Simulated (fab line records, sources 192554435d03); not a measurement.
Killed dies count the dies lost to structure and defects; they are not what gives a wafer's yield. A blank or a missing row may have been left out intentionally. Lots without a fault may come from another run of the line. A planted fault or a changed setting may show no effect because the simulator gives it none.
Comparing a struck lot with a sound one	flow n5 finfet	44 steps out of a route of 1938
Sound: these wafers, L481.1, L481.2, L481.4. Struck: wafer L487.1 (left out: L487.4, a lot-mate that was not struck); the cause follows at the end.
Order at every step that has rows: each side's tool, ch and its chambers, its first start. Under that, the readings that differ: sound wafers	struck wafers	difference of the means	sigmas: that difference in standard deviations of wafers without a fault.
alike: same words and numbers on both sides, and readings whose means sit less than 2 such deviations apart. not compared: any withheld reading, any reading some wafer has no value for, any bound like >300 that may hide the same value, and any number with overlapping values for which the record gives no deviation.
Wherever a step has rows on one side only, a row that says differs or no value, or a row with sigmas, the two part there. When numbers do not overlap yet have no deviation, they are printed without sigmas and do not part them. A reading missing from all wafers of one side parts the sides only when that side holds two or more wafers.

N5_STI_FIN_REVEAL_THK_MEAS_05:
  sound on film metro-02 at day 3 04:20; struck on film metro-01 at day 4 15:24
  alike: thk nm
N5_STI_FIN_REVEAL_DENSIFY_30:
  sound on rtp anneal-01 ch 0, day 3 04:21; struck on rtp anneal-01 ch 0, day 4 15:26
reading	sound	struck	difference	sigmas
lamp power pct (%)	11.57 11.52 11.65	11.44	-0.14	-2
  alike: lamp_zone_4_pct
  not compared: wafer_temp_C_max
N5_STI_FIN_REVEAL_ETCHBACK_08: etches SiO2 in C4F6/O2, target depth 30.5 nm, time 10.167 s.
  sound on rie diel-04 ch 0,1, day 3 04:34; struck on rie diel-03 ch 3, day 4 15:47
  alike: drypump motor current A, mfc ar sccm, oes_ar_750_au, oes_o_777_au, oes product au, rf vpp V, showerhead plenum p Torr, throttle valve pct
  not compared: rf hours counter h
then, 8 steps without rows for these wafers: N5_STI_FIN_REVEAL_STRIP_24 (strips in N2/H2, time 90 s); N5_STI_FIN_REVEAL_PRECLEAN_25 (cleans in SPM, time 90 s); N5_STI_FIN_REVEAL_PRECLEAN_26 (cleans in SC1, time 45 s); N5_STI_FIN_REVEAL_PRECLEAN_29 (cleans in DHF, time 30 s); N5_STI_FIN_REVEAL_SRD_12 (time 30 s); N5_STI_FIN_REVEAL_RECESS_09 (chemistry HF/NH3, target SiO2, afs cycles 11, target depth 42.5 nm, sublimation time 60 s); N5_STI_FIN_REVEAL_STRIP_16 (strips SiNx in H3PO4, target depth 23.8 nm); N5_STI_FIN_REVEAL_PRECLEAN_17 (cleans in NF3:NH3, afs cycles 1, time 20 s, sublimation time 60 s).
N5_STI_FIN_REVEAL_ETCH_34: etches Si in H2, material Si, target depth 0.97 nm.
  sound on rie si-06 ch 1,2,3, day 3 06:55; struck on rie si-06 ch 2, day 4 18:40
  alike: drypump motor current A, oes product au, throttle valve pct
  not compared: rf hours counter h
N5_STI_FIN_REVEAL_OXIDATION_31: chemistry O2 PLASMA REMOTE, time 20 s.
  sound on plasma asher-02 ch 0,1, day 3 06:58; struck on plasma asher-02 ch 1, day 4 18:43
  alike: drypump motor current A, heater power w, o2 flow sccm
  not compared: rf hours counter h
then, 3 steps without rows for these wafers: N5_STI_FIN_REVEAL_PRECLEAN_32 (cleans in NF3:NH3, afs cycles 1, time 20 s, sublimation time 60 s); N5_STI_FIN_REVEAL_STRIP_35 (strips Si3N4 in H3PO4, target depth 4 nm, time 39 s); N5_STI_FIN_REVEAL_SRD_21 (time 30 s).
N5_STI_FIN_REVEAL_OXIDATION_33: chemistry O2 PLASMA REMOTE, time 20 s.
  sound on plasma asher-01 ch 0,1, day 3 07:19; struck on plasma asher-01 ch 1, day 4 19:04
  alike: drypump motor current A, heater power w, o2 flow sccm
  not compared: rf hours counter h
then, 2 steps without rows for these wafers: N5_STI_FIN_REVEAL_CLEAN_19 (cleans in O3/DIW, time 120 s); N5_STI_FIN_REVEAL_SRD_23 (time 30 s).
N5_STI_FIN_REVEAL_CD_MEAS_22: target cd 6.238 nm, pitch 28 nm.
  sound on cd sem-01 at day 3 07:29; struck on cd sem-03 at day 4 19:14
  alike: cd nm
N5_STI_FIN_REVEAL_FIN_H_MEAS_10:
  sound on ocd-01 at day 3 07:31; struck on ocd-02 at day 4 19:16
  alike: trench depth nm
then, 2 steps without rows for these wafers: N5_STI_FIN_REVEAL_PRECLEAN_18 (cleans in SC2, time 45 s); N5_STI_FIN_REVEAL_SRD_28 (time 30 s).
N5_STI_FIN_REVEAL_INSPECT_13: inspects for defects (darkfield).
  sound on defect inspect-02 at day 3 07:36; struck on defect inspect-02 at day 4 19:21
  alike: raw defect count
then, 2 steps without rows for these wafers: N5_DUMMY_GATE_PRECLEAN_00 (cleans in O3/DIW, time 60 s); N5_DUMMY_GATE_SRD_01 (time 30 s).
N5_DUMMY_GATE_ALD_02: deposits SiO2, target thk 2 nm, pulse time 1 s.
  sound on ald sin-03 ch 0,1,3, day 3 07:42; struck on ald sin-04 ch 0, day 4 20:39
  alike: heater power w, precursor pulse height rel
then, 4 steps without rows for these wafers: N5_DUMMY_GATE_CVD_03 (deposits a-Si from SiH4, target thk 150 nm, time 8042 s); N5_DUMMY_GATE_PRECLEAN_46 (cleans in DIW, time 89.5 s); N5_DUMMY_GATE_SRD_47 (dry time 32 s); N5_DUMMY_GATE_CMP_04 (polishes a-Si).
N5_DUMMY_GATE_THK_MEAS_05:
  sound on film metro-01 at day 3 11:47; struck on film metro-02 at day 5 00:44
  alike: thk nm
then, 10 steps without rows for these wafers: N5_DUMMY_GATE_HM_DEP_06 (deposits SiNx from DCS/NH3, target thk 80 nm, time 5141 s); N5_DUMMY_GATE_PECVD_30 (deposits SiO2 from TEOS/O2, target thk 55 nm, time 10.8 s); N5_DUMMY_GATE_COAT_34 (time 60 s, resist thk 60 nm); N5_DUMMY_GATE_COAT_35 (time 60 s, resist thk 10 nm); N5_DUMMY_GATE_COAT_28 (time 60 s, resist thk 10 nm); N5_DUMMY_GATE_COAT_09 (resist thk 30 nm); N5_DUMMY_GATE_EBR_11; N5_DUMMY_GATE_SOFTBAKE_10 (time 60 s); N5_DUMMY_GATE_EXPOSE_12 (exposes mask GATE, target cd 25 nm); N5_DUMMY_GATE_PEB_13 (peb time 60 s).
-- record jumps: 6 days separate the struck wafers' starts on either side; left off in module DUMMY_GATE, taken up again in module BEOL_M4, whose first shown step is the route's number 1111 --
N5_BEOL_M4_RC_MEAS_101:
  sound on prober-02 ch 0, day 9 21:53; struck on prober-02 ch 0, day 11 00:35
reading	sound	struck	difference	sigmas
DIBL_N (mV/V)	37.9 34.8 33.5	39.6	+4.2	+2
DIBL_P (mV/V)	36.6 33.6 33.0	40.2	+5.8	+3
IOFF_N (nA/um)	0.188 0.136 0.111	0.239	+0.094	+3
IOFF_N_LIN (nA/um)	0.081 0.065 0.054	0.107	+0.040	+4
IOFF_N_LONG (nA/um)	5.72e-05 5.69e-05 5.55e-05	6.82e-05	+1.17e-05	+5
IOFF_P (nA/um)	0.23 0.19 0.18	0.28	+0.08	+3
IOFF_P_LIN (nA/um)	0.104 0.092 0.089	0.131	+0.036	+3
ION_N (uA/um)	681 673 661	696	+24	+2
SS_N (mV/dec)	72.3 71.4 70.4	72.7	+1.3	+2
SS_P (mV/dec)	73.8 72.1 72.7	74.6	+1.7	+3
VT_N (mV)	246 251 255	242	-9	-3
VT_N_LONG (mV)	273.4 276.1 276.7	268.3	-7.1	-4
VT_P (mV)	-251.9 -250.8 -251.9	-245.9	+5.6	+2
  alike: ION_P
-- here the record skips 6 days between the struck wafers' starts before and after, leaving off in module BEOL_M4 and picking up in module PASSIVATION (first step shown: number 1936 of the route) --
N5_PASSIVATION_PROBE_49:
  rows exist in the record for the struck wafers here (prober-01, day 16 17:11), but not for the sound ones

## WHERE THEY PART
At N5_STI_FIN_REVEAL_DENSIFY_30 first; at N5_PASSIVATION_PROBE_49 last (within this record only).

WHY: the cause the simulator had injected
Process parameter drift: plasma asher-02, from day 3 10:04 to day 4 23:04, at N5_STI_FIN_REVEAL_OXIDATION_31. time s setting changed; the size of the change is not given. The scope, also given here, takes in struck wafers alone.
